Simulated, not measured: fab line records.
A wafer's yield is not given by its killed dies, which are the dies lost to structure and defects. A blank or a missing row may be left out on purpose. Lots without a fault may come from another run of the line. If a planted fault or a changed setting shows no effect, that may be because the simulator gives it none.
Chamber matching | flow nandHarc | 3 sister chambers for NHARC_A_SLIT_DEP_23 on pecvd-04
The step deposits SiON, target thk 100 nm. 6 wafers are shown with their chamber, then 7 later ones without.

EACH WAFER AND ITS CHAMBER
wafer  | chamber | heaterPowerW (W) | rfFwdPowerW (W)
L081.5 | 1       | 670              | 349.5
L086.1 | 0       | 786              | 346.5
L086.2 | 2       | 649              | 348.1
L086.5 | 2       | 660              | 346.4
L087.1 | 1       | 689              | 349.1
L087.5 | 0       | 781              | 347.9

WAFERS MISSING THEIR CHAMBER
wafer  | heaterPowerW (W) | rfFwdPowerW (W)
L087.6 | 677              | 348.3
L094.1 | 741              | 350.8
L094.2 | 824              | 349.3
L094.5 | 840              | 348.7
L095.3 | 761              | 349.7
L095.4 | 710              | 349.4
L095.6 | 756              | 349.8

WHICH CHAMBER EACH WENT THROUGH
wafer  | from the rows above     | in truth
L087.6 | can't be placed: 1 or 2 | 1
L094.1 | can't be placed: 0 or 1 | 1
L094.2 | 0                       | 0
L094.5 | 0                       | 0
L095.3 | 0                       | 0
L095.4 | 1                       | 1
L095.6 | 0                       | 0
5 of 7 placed correctly. Cannot be placed on the basis of these rows: 2; the candidates contain the true chamber in 2. 0 placed wrongly.
How it was worked out, from the rows above alone: a wafer's distance from a chamber is the root of the sum, over the readings, of the square of ((its reading less the chamber's mean) divided by the reading's scatter). The wafer belongs to the nearest chamber; if the next one is less than 2 further off, it can't be placed. A chamber's mean is the mean of its shown wafers. The scatter: take each reading less its chamber's mean, square it, sum over the shown wafers, divide by the number of wafers less the number of chambers, and take the root.
